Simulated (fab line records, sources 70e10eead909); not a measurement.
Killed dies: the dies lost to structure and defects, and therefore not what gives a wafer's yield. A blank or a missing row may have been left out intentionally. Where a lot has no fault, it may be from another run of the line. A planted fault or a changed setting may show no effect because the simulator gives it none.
The tool behind it: which one? / flow nand harc / 11 lots, 33 wafers sampled, at 5 steps of a route of 1302

## WHAT EACH GAUGE READ, for each wafer
NHARC_END_SORT_01.
lot=L159; measured=day 28 12:50; on=prober-01; killed at array=39 27 118
lot=L158; measured=day 28 20:40; on=prober-01; killed at array=60 63 128

## WHICH TOOL RAN EACH LOT (tool, then ch and the chambers of the sampled wafers, then the start)
lot=L149; NHARC_A_STAIRCASE_DESCUM_291=rie diel-05 ch 0,2,3, day 17 00:31; NHARC_A_STAIRCASE_HM_OPEN_460=rie diel-05 ch 1,2,3, day 17 14:41 or earlier; NHARC_A_STAIRCASE_ETCH_294=rie diel-05 ch 0,1, day 17 14:41 or earlier; NHARC_A_STAIRCASE_ALD_415=ald hk-02 ch 1,2, day 17 14:41
lot=L150; NHARC_A_STAIRCASE_DESCUM_291=rie diel-05 ch 1,2, day 17 10:52; NHARC_A_STAIRCASE_HM_OPEN_460=rie diel-05 ch 0,1,2, day 17 19:24 or earlier; NHARC_A_STAIRCASE_ETCH_294=rie diel-05 ch 1,3, day 17 19:24 or earlier; NHARC_A_STAIRCASE_ALD_415=ald hk-03 ch 0,1,3, day 17 19:24
lot=L154; NHARC_A_STAIRCASE_DESCUM_291=rie diel-01 ch 1,2, day 19 08:08; NHARC_A_STAIRCASE_HM_OPEN_460=rie diel-01 ch 0,1, day 19 16:19 or earlier; NHARC_A_STAIRCASE_ETCH_294=rie diel-01 ch 0,1, day 19 16:19 or earlier; NHARC_A_STAIRCASE_ALD_415=ald hk-03 ch 1,2,3, day 19 16:19
lot=L155; NHARC_A_STAIRCASE_DESCUM_291=rie diel-01 ch 0,1,3, day 19 10:41; NHARC_A_STAIRCASE_HM_OPEN_460=rie diel-01 ch 0,2,3, day 19 21:26 or earlier; NHARC_A_STAIRCASE_ETCH_294=rie diel-01 ch 0,2,3, day 19 21:26 or earlier; NHARC_A_STAIRCASE_ALD_415=ald hk-03 ch 2,3, day 19 21:26
lot=L159; NHARC_A_STAIRCASE_DESCUM_291=rie diel-01 ch 0,1, day 20 22:28; NHARC_A_STAIRCASE_HM_OPEN_460=rie diel-01 ch 0,1, day 21 10:38 or earlier; NHARC_A_STAIRCASE_ETCH_294=rie diel-01 ch 0,2, day 21 10:38 or earlier; NHARC_A_STAIRCASE_ALD_415=ald hk-03 ch 0,1,2, day 21 10:38
lot=L158; NHARC_A_STAIRCASE_DESCUM_291=rie diel-05 ch 0,2,3, day 21 00:44; NHARC_A_STAIRCASE_HM_OPEN_460=rie diel-05 ch 1,2,3, day 21 12:14 or earlier; NHARC_A_STAIRCASE_ETCH_294=rie diel-05 ch 0,1,3, day 21 12:14 or earlier; NHARC_A_STAIRCASE_ALD_415=ald hk-03 ch 0,2,3, day 21 12:14
lot=L169; NHARC_A_STAIRCASE_DESCUM_291=rie diel-05 ch 0,1, day 25 05:20; NHARC_A_STAIRCASE_HM_OPEN_460=rie diel-05 ch 0,1, day 25 12:38 or earlier; NHARC_A_STAIRCASE_ETCH_294=rie diel-05 ch 0,1,2, day 25 12:38 or earlier; NHARC_A_STAIRCASE_ALD_415=ald hk-01 ch 1,3, day 25 12:38
lot=L170; NHARC_A_STAIRCASE_DESCUM_291=rie diel-01 ch 0,1,3, day 25 05:47; NHARC_A_STAIRCASE_HM_OPEN_460=rie diel-01 ch 0,2,3, day 25 14:26 or earlier; NHARC_A_STAIRCASE_ETCH_294=rie diel-01 ch 0,1,2, day 25 14:26 or earlier; NHARC_A_STAIRCASE_ALD_415=ald hk-03 ch 0,1,2, day 25 14:26
lot=L168; NHARC_A_STAIRCASE_DESCUM_291=rie diel-13 ch 1,2,3, day 25 07:56; NHARC_A_STAIRCASE_HM_OPEN_460=rie diel-13 ch 0,2, day 25 19:11 or earlier; NHARC_A_STAIRCASE_ETCH_294=rie diel-13 ch 0,3, day 25 19:11 or earlier; NHARC_A_STAIRCASE_ALD_415=ald hk-03 ch 0,2,3, day 25 19:11
lot=L171; NHARC_A_STAIRCASE_DESCUM_291=rie diel-13 ch 0,1,3, day 26 00:13; NHARC_A_STAIRCASE_HM_OPEN_460=rie diel-13 ch 1,2,3, day 26 07:41 or earlier; NHARC_A_STAIRCASE_ETCH_294=rie diel-13 ch 1,2,3, day 26 07:41 or earlier; NHARC_A_STAIRCASE_ALD_415=ald hk-01 ch 0,1,2, day 26 07:41
lot=L172; NHARC_A_STAIRCASE_DESCUM_291=rie diel-05 ch 1,2,3, day 26 19:25; NHARC_A_STAIRCASE_HM_OPEN_460=rie diel-05 ch 0,2,3, day 27 02:47 or earlier; NHARC_A_STAIRCASE_ETCH_294=rie diel-05 ch 0,3, day 27 02:47 or earlier; NHARC_A_STAIRCASE_ALD_415=ald hk-02 ch 0,1, day 27 02:47
- NHARC_A_STAIRCASE_DESCUM_291: chemistry O2, time 3 s.
- NHARC_A_STAIRCASE_HM_OPEN_460: chemistry O2/COS.
- NHARC_A_STAIRCASE_ETCH_294: etches the open film in C4F8/O2/Ar, target depth 4989 nm, time 1211.6 s.
- NHARC_A_STAIRCASE_ALD_415: deposits SiO2, target thk 30 nm, pulse time 6 s, ald cycles 300.

## THE ANSWER, worked out from the rows above alone
Rule: the usual values come from the lots themselves. The widest of any qualifying gaps counts: lots, ordered by their means at a reading, are off when they make up no more than a third of the lots, leave a main group of 4 or more, and stand apart from it by 3 or more times the standard deviation of that group's means. Not used: any main group whose means are identical at the precision the tables above print for the reading. A lot without any number at a reading at which 4 lots or more have one is off too. The other lots that the step has rows for count as sound.
No lot is off on any of the readings shown, so nothing can be concluded from this.

## WHAT THE SIMULATOR HAD INSERTED
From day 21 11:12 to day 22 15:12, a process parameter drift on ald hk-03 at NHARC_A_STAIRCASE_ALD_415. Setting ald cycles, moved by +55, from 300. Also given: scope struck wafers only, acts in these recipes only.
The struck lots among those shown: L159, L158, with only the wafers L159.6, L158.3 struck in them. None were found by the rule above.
